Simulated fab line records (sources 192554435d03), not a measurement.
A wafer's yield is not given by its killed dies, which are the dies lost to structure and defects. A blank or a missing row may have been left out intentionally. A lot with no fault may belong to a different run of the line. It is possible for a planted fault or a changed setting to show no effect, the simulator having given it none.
Which tool is to blame? | flow n5_finfet | Sampling: 24 lots, 72 wafers, 6 of 1938 route steps

== WHAT EACH GAUGE READ, for each wafer ==
N5_SDB_INSPECT_36: inspects for defects (darkfield). Usual: raw_defect_count reads 36 (standard deviation 17).
lot  | measured    | on                | raw_defect_count | flag
L074 | day 3 21:50 | defect_inspect-02 | 41 27 26         |
L075 | day 4 07:23 | defect_inspect-01 | 53 49 44         |
L076 | day 4 10:32 | defect_inspect-02 | 26 17 30         |
L077 | day 4 17:35 | defect_inspect-02 | 34 17 32         |
L078 | day 4 21:40 | defect_inspect-01 | 18 30 22         |
L079 | day 5 06:12 | defect_inspect-01 | 33 26 49         |
L080 | day 5 10:32 | defect_inspect-02 | 43 38 55         |
L081 | day 5 15:52 | defect_inspect-02 | 42 22 17         |
L082 | day 5 21:50 | defect_inspect-02 | 42 26 38         |
L083 | day 6 02:37 | defect_inspect-02 | 26 23 37         |
L084 | day 6 10:18 | defect_inspect-01 | 23 45 41         |
L085 | day 6 17:26 | defect_inspect-02 | 14 23 20         |
L086 | day 7 00:26 | defect_inspect-02 | 89 75 31         |
L087 | day 7 05:08 | defect_inspect-02 | 16 35 14         |
L088 | day 7 12:59 | defect_inspect-01 | 30 73 57         |
L089 | day 7 16:10 | defect_inspect-02 | 42 60 61         |
L090 | day 7 23:42 | defect_inspect-01 | 57 32 21         |
L091 | day 8 04:50 | defect_inspect-01 | 25 30 31         |
L092 | day 8 09:26 | defect_inspect-02 | 39 25 36         |
L093 | day 8 13:29 | defect_inspect-02 | 37 19 39         |
L094 | day 8 20:55 | defect_inspect-01 | 35 19 22         |
L095 | day 9 05:26 | defect_inspect-01 | 43 61 46         |
L096 | day 9 10:13 | defect_inspect-02 | 73 32 39         |
L097 | day 9 18:07 | defect_inspect-01 | 10 17 24         |

N5_DUMMY_REMOVAL_INSPECT_06: inspects for defects (brightfield). Usual: raw_defect_count reads 11 (standard deviation 5.1).
lot  | measured    | on                | raw_defect_count | flag
L074 | day 3 22:05 | defect_inspect-02 | 12 11 11         |
L075 | day 4 07:37 | defect_inspect-02 | 15 14 8          |
L076 | day 4 10:46 | defect_inspect-02 | 7 20 18          |
L077 | day 4 17:49 | defect_inspect-01 | 10 16 19         |
L078 | day 4 21:54 | defect_inspect-02 | 12 8 8           |
L079 | day 5 06:26 | defect_inspect-01 | 10 10 24         |
L080 | day 5 10:56 | defect_inspect-01 | 8 12 3           |
L081 | day 5 16:05 | defect_inspect-02 | 9 18 10          |
L082 | day 5 22:10 | defect_inspect-02 | 11 13 8          |
L083 | day 6 02:50 | defect_inspect-02 | 22 17 10         |
L084 | day 6 10:32 | defect_inspect-02 | 13 8 15          |
L085 | day 6 17:43 | defect_inspect-01 | 12 16 5          |
L086 | day 7 00:43 | defect_inspect-01 | 16 35 20         |
L087 | day 7 05:29 | defect_inspect-02 | 6 16 4           |
L088 | day 7 13:13 | defect_inspect-01 | 5 9 4            |
L089 | day 7 16:24 | defect_inspect-01 | 14 10 15         |
L090 | day 7 23:55 | defect_inspect-01 | 8 17 8           |
L091 | day 8 05:04 | defect_inspect-01 | 4 9 11           |
L092 | day 8 09:40 | defect_inspect-02 | 8 6 10           |
L093 | day 8 13:44 | defect_inspect-02 | 15 9 13          |
L094 | day 8 21:13 | defect_inspect-02 | 7 8 8            |
L095 | day 9 05:40 | defect_inspect-01 | 3 6 10           |
L096 | day 9 10:26 | defect_inspect-01 | 10 2 9           |
L097 | day 9 18:20 | defect_inspect-02 | 12 13 10         |

N5_HKMG_FIN_OVL_MEAS_13. Usual: NWFM_OVL 0.1 nm, standard deviation 0.73.
lot  | measured    | on         | NWFM_OVL (nm)  | flag
L074 | day 4 02:55 | overlay-01 | 0.8 1.3 0.2    |
L075 | day 4 12:35 | overlay-02 | 0.0 0.0 -0.3   |
L076 | day 4 15:36 | overlay-01 | -1.3 -0.2 0.3  |
L077 | day 4 22:49 | overlay-01 | -0.3 0.6 -0.8  |
L078 | day 5 04:14 | overlay-01 | -0.5 -0.3 -0.6 |
L079 | day 5 10:56 | overlay-01 | 0.2 0.7 0.4    |
L080 | day 5 15:31 | overlay-02 | -0.2 0.7 0.3   |
L081 | day 5 20:50 | overlay-01 | -1.0 -0.5 -0.5 |
L082 | day 6 02:46 | overlay-02 | 0.3 0.5 -0.1   |
L083 | day 6 07:35 | overlay-01 | 2.2 -0.5 0.3   |
L084 | day 6 15:27 | overlay-02 | -0.6 -1.4 -1.1 |
L085 | day 6 22:28 | overlay-02 | 0.8 0.9 0.1    |
L086 | day 7 05:23 | overlay-01 | -0.4 0.0 -0.1  |
L087 | day 7 11:36 | overlay-02 | -1.0 0.3 0.2   |
L088 | day 7 17:43 | overlay-02 | 1.6 1.5 0.1    |
L089 | day 7 20:59 | overlay-02 | 1.0 0.2 -0.2   |
L090 | day 8 04:31 | overlay-01 | -1.4 -1.1 -0.8 |
L091 | day 8 09:56 | overlay-02 | 1.2 0.4 1.4    |
L092 | day 8 14:18 | overlay-01 | 0.8 -0.3 0.4   |
L093 | day 8 19:17 | overlay-01 | 0.8 0.3 0.5    |
L094 | day 9 02:05 | overlay-01 | 0.3 0.5 0.4    |
L095 | day 9 10:26 | overlay-01 | 0.3 0.1 1.4    |
L096 | day 9 16:37 | overlay-01 | 0.7 -0.1 1.1   |
L097 | day 9 23:14 | overlay-02 | 1.1 0.2 0.7    |

N5_HKMG_FIN_INSPECT_14: inspects for defects (macro). Usual: raw_defect_count reads 2.1 (standard deviation 1.5).
lot  | measured    | on                | raw_defect_count | flag
L074 | day 4 02:57 | defect_inspect-01 | 3 1 6            |
L075 | day 4 12:37 | defect_inspect-02 | 1 1 3            |
L076 | day 4 15:37 | defect_inspect-01 | 2 0 3            |
L077 | day 4 22:50 | defect_inspect-01 | 0 2 2            |
L078 | day 5 04:15 | defect_inspect-02 | 1 1 4            |
L079 | day 5 10:58 | defect_inspect-02 | 2 4 5            |
L080 | day 5 15:32 | defect_inspect-01 | 1 0 2            |
L081 | day 5 20:51 | defect_inspect-01 | 1 3 4            |
L082 | day 6 02:47 | defect_inspect-01 | 0 3 2            |
L083 | day 6 07:36 | defect_inspect-02 | 1 4 0            |
L084 | day 6 15:29 | defect_inspect-02 | 4 0 3            |
L085 | day 6 22:29 | defect_inspect-02 | 2 2 2            |
L086 | day 7 05:24 | defect_inspect-01 | 0 1 4            |
L087 | day 7 11:38 | defect_inspect-02 | 2 2 1            |
L088 | day 7 17:44 | defect_inspect-01 | 3 3 2            |
L089 | day 7 21:00 | defect_inspect-02 | 1 3 3            |
L090 | day 8 04:32 | defect_inspect-02 | 4 1 2            |
L091 | day 8 09:57 | defect_inspect-02 | 0 1 1            |
L092 | day 8 14:20 | defect_inspect-02 | 1 5 7            |
L093 | day 8 19:19 | defect_inspect-02 | 0 2 2            |
L094 | day 9 02:06 | defect_inspect-01 | 1 2 2            |
L095 | day 9 10:28 | defect_inspect-02 | 1 1 4            |
L096 | day 9 16:38 | defect_inspect-02 | 3 1 1            |
L097 | day 9 23:15 | defect_inspect-02 | 5 3 2            |

== WHICH TOOL RAN EACH LOT (tool, then ch and the chambers of the sampled wafers, then the start) ==
lot  | N5_HKMG_FIN_STRIP_57              | N5_HKMG_FIN_PWFM_ALD_03
L074 | rie_diel-06 ch 0,1, day 4 00:01   | ald_metal-04 ch 0,1, day 4 02:11
L075 | rie_diel-06 ch 1,3, day 4 09:18   | ald_metal-04 ch 1,2, day 4 11:43
L076 | rie_diel-06 ch 0,3, day 4 12:26   | ald_metal-01 ch 0,2, day 4 14:44
L077 | rie_diel-03 ch 1,2, day 4 19:42   | ald_metal-04 ch 1,2, day 4 21:57
L078 | rie_diel-03 ch 0,2, day 5 01:08   | ald_metal-04 ch 2,3, day 5 03:22
L079 | rie_diel-02 ch 1,2, day 5 07:59   | ald_metal-01 ch 0,3, day 5 10:12
L080 | rie_diel-03 ch 0,2, day 5 12:36   | ald_metal-01 ch 0,1,2, day 5 14:46
L081 | rie_diel-03 ch 2,3, day 5 17:51   | ald_metal-03 ch 0,2, day 5 20:05
L082 | rie_diel-02 ch 0,1,3, day 5 23:50 | ald_metal-03 ch 0,1,2, day 6 02:01
L083 | rie_diel-03 ch 0,1,3, day 6 04:33 | ald_metal-03 ch 0,1, day 6 06:43
L084 | rie_diel-06 ch 0,2, day 6 12:22   | ald_metal-04 ch 1,2,3, day 6 14:35
L085 | rie_diel-06 ch 0,1,2, day 6 19:26 | ald_metal-03 ch 1,2,3, day 6 21:36
L086 | rie_diel-03 ch 0,1,3, day 7 02:21 | ald_metal-04 ch 0,2, day 7 04:31
L087 | rie_diel-06 ch 0,2, day 7 08:34   | ald_metal-04 ch 0,2, day 7 10:44
L088 | rie_diel-03 ch 1,2, day 7 14:49   | ald_metal-03 ch 2,3, day 7 16:58
L089 | rie_diel-02 ch 2,3, day 7 17:57   | ald_metal-03 ch 0,1,2, day 7 20:07
L090 | rie_diel-03 ch 0,3, day 8 01:28   | ald_metal-01 ch 0,1,3, day 8 03:39
L091 | rie_diel-03 ch 0,2,3, day 8 06:45 | ald_metal-03 ch 1,2,3, day 8 09:04
L092 | rie_diel-06 ch 0,2,3, day 8 11:13 | ald_metal-03 ch 0,1,3, day 8 13:26
L093 | rie_diel-02 ch 0,3, day 8 15:47   | ald_metal-03 ch 0,2, day 8 18:26
L094 | rie_diel-06 ch 0,1,3, day 8 23:10 | ald_metal-03 ch 0,1,3, day 9 01:20
L095 | rie_diel-06 ch 0,2,3, day 9 07:24 | ald_metal-01 ch 1,2,3, day 9 09:34
L096 | rie_diel-02 ch 0,2,3, day 9 12:16 | ald_metal-01 ch 0,1,3, day 9 15:52
L097 | rie_diel-03 ch 1,2,3, day 9 20:01 | ald_metal-01 ch 1,2,3, day 9 22:22
- N5_HKMG_FIN_STRIP_57: strips in CF4.
- N5_HKMG_FIN_PWFM_ALD_03: deposits TiN, target thk 2 nm, pulse time 1 s, purge time 3 s.

== AS READ BY THE TOOLS THEMSELVES (means over the sampled wafers that have a number; for cases with no such wafer, the mark the record gives instead) ==
N5_HKMG_FIN_STRIP_57. Usual: drypump_motor_current_A 5.8 A, standard deviation 0.39; oes_product_au 0.84 a.u., standard deviation 0.067; rf_vpp_V 272.0 V, standard deviation 1.4; showerhead_plenum_p_Torr 1.83 Torr, standard deviation 0.057; throttle_valve_pct 13.41 %, standard deviation 0.25.
lot  | tool        | drypump_motor_current_A (A) | oes_product_au (a.u.) | rf_vpp_V (V) | showerhead_plenum_p_Torr (Torr) | throttle_valve_pct (%) | flag
L074 | rie_diel-06 | 6.1                         | 0.85                  | 271.8        | 1.80                            | 13.29                  |
L075 | rie_diel-06 | 6.0                         | 0.82                  | 272.4        | 1.80                            | 13.42                  |
L076 | rie_diel-06 | 6.0                         | 0.88                  | 273.1        | 1.89                            | 13.08                  |
L077 | rie_diel-03 | 5.6                         | 0.77                  | 270.2        | 1.77                            | 13.82                  |
L078 | rie_diel-03 | 5.9                         | 0.88                  | 272.0        | 1.83                            | 13.64                  |
L079 | rie_diel-02 | 5.6                         | 0.68                  | 270.5        | 1.79                            | 13.64                  |
L080 | rie_diel-03 | 5.7                         | 0.90                  | 273.6        | 1.87                            | 13.60                  |
L081 | rie_diel-03 | 5.6                         | 0.90                  | 273.0        | 1.87                            | 13.44                  |
L082 | rie_diel-02 | 5.7                         | 0.82                  | 270.4        | 1.81                            | 13.50                  |
L083 | rie_diel-03 | 5.8                         | 0.88                  | 271.9        | 1.85                            | 13.43                  |
L084 | rie_diel-06 | 5.8                         | 0.87                  | 272.6        | 1.86                            | 13.01                  |
L085 | rie_diel-06 | 5.8                         | 0.83                  | 272.2        | 1.81                            | 13.18                  |
L086 | rie_diel-03 | 5.8                         | 0.87                  | 272.1        | 1.84                            | 13.46                  |
L087 | rie_diel-06 | 5.8                         | 0.86                  | 272.8        | 1.86                            | 13.03                  |
L088 | rie_diel-03 | 5.6                         | 0.90                  | 272.9        | 1.90                            | 13.53                  |
L089 | rie_diel-02 | 5.1                         | 0.77                  | 270.7        | 1.79                            | 13.36                  |
L090 | rie_diel-03 | 6.0                         | 0.82                  | 271.6        | 1.80                            | 13.58                  |
L091 | rie_diel-03 | 5.7                         | 0.84                  | 271.4        | 1.83                            | 13.54                  |
L092 | rie_diel-06 | 5.7                         | 0.83                  | 273.0        | 1.86                            | 13.15                  |
L093 | rie_diel-02 | 5.4                         | 0.83                  | 271.2        | 1.80                            | 13.38                  |
L094 | rie_diel-06 | 6.0                         | 0.81                  | 272.2        | 1.83                            | 13.33                  |
L095 | rie_diel-06 | 5.7                         | 0.82                  | 272.4        | 1.85                            | 13.16                  |
L096 | rie_diel-02 | 5.6                         | 0.78                  | 270.2        | 1.78                            | 13.55                  |
L097 | rie_diel-03 | 5.6                         | 0.85                  | 272.8        | 1.87                            | 13.45                  |

N5_HKMG_FIN_PWFM_ALD_03. Usual: heater_power_w 858 W, standard deviation 100; precursor_pulse_height_rel 0.999, standard deviation 0.019.
lot  | tool         | heater_power_w (W) | precursor_pulse_height_rel | flag
L074 | ald_metal-04 | 876                | 1.010                      |
L075 | ald_metal-04 | 772                | 1.002                      |
L076 | ald_metal-01 | 797                | 1.000                      |
L077 | ald_metal-04 | 754                | 0.996                      |
L078 | ald_metal-04 | 812                | 0.990                      |
L079 | ald_metal-01 | 822                | 0.994                      |
L080 | ald_metal-01 | 921                | 1.007                      |
L081 | ald_metal-03 | 832                | 1.001                      |
L082 | ald_metal-03 | 833                | 1.010                      |
L083 | ald_metal-03 | 800                | 1.001                      |
L084 | ald_metal-04 | 830                | 0.986                      |
L085 | ald_metal-03 | 846                | 0.989                      |
L086 | ald_metal-04 | 963                | 1.005                      |
L087 | ald_metal-04 | 966                | 0.970                      |
L088 | ald_metal-03 | 868                | 1.010                      |
L089 | ald_metal-03 | 830                | 0.999                      |
L090 | ald_metal-01 | 915                | 1.017                      |
L091 | ald_metal-03 | 837                | 1.010                      |
L092 | ald_metal-03 | 810                | 1.000                      |
L093 | ald_metal-03 | 866                | 1.021                      |
L094 | ald_metal-03 | 821                | 1.010                      |
L095 | ald_metal-01 | 915                | 0.999                      |
L096 | ald_metal-01 | 904                | 0.996                      |
L097 | ald_metal-01 | 925                | 1.008                      |

== THE ANSWER, worked out from the rows above alone ==
Rule: a lot counts as off when the mean over its wafers that have a number is more than 3 standard deviations away from the usual mean. Also off: a lot with no number at a reading for which 4 or more lots have one. All remaining lots with rows at the step are treated as sound. After the gauges, taken in route order, come the tools' own readings; for these a lot's mean is taken, as printed above. At the first step where some lot is off, the reading lying furthest off is the one used; lots without a number count as furthest.
Nothing can be told from this: no lot is off at any reading shown.

== WHAT THE SIMULATOR HAD INSERTED ==
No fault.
